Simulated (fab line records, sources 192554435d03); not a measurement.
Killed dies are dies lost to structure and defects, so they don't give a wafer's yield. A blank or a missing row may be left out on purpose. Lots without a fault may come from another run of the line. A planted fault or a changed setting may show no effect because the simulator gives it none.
Chamber matching | flow n5_finfet | N5_BEOL_M6_ETCH_62 on rie_diel-04: 4 sister chambers
The step etches SOC in N2/H2, target depth 110 nm, overetch 22 nm, time 165 s. 4 wafers are shown with their chamber, then 7 later ones without.

WAFERS WITH THEIR CHAMBER
wafer  | chamber | drypump_motor_current_A (A)
L090.1 | 3       | 6.1
L090.2 | 0       | 5.3
L093.2 | 1       | 6.0
L093.3 | 2       | 5.8

WAFERS WITHOUT THEIR CHAMBER
wafer  | drypump_motor_current_A (A)
L093.4 | 6.2
L096.2 | 5.8
L096.3 | 6.0
L096.5 | 6.0
L097.2 | 5.4
L097.3 | 6.0
L097.5 | 6.1

WHICH CHAMBER EACH WENT THROUGH
wafer  | from the rows above     | in truth
L093.4 | can't be placed: 3 or 1 | 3
L096.2 | 2                       | 2
L096.3 | can't be placed: 1 or 3 | 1
L096.5 | can't be placed: 1 or 3 | 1
L097.2 | 0                       | 0
L097.3 | can't be placed: 1 or 3 | 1
L097.5 | can't be placed: 3 or 1 | 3
Placed correctly: 2 of 7. Can't be placed from these rows: 5 (the true chamber is among the candidates in 5). Placed wrongly: 0.
How it was worked out, from the rows above alone: a wafer's distance from a chamber is the root of the sum, over the readings, of the square of ((its reading less the chamber's mean) divided by the reading's scatter). The wafer belongs to the nearest chamber; if the next one is less than 2 further off, it can't be placed. A chamber's mean is the mean of its shown wafers. The scatter: with one shown wafer a chamber, the root of the mean of the squares of how far each hidden wafer lies from its nearest shown one.
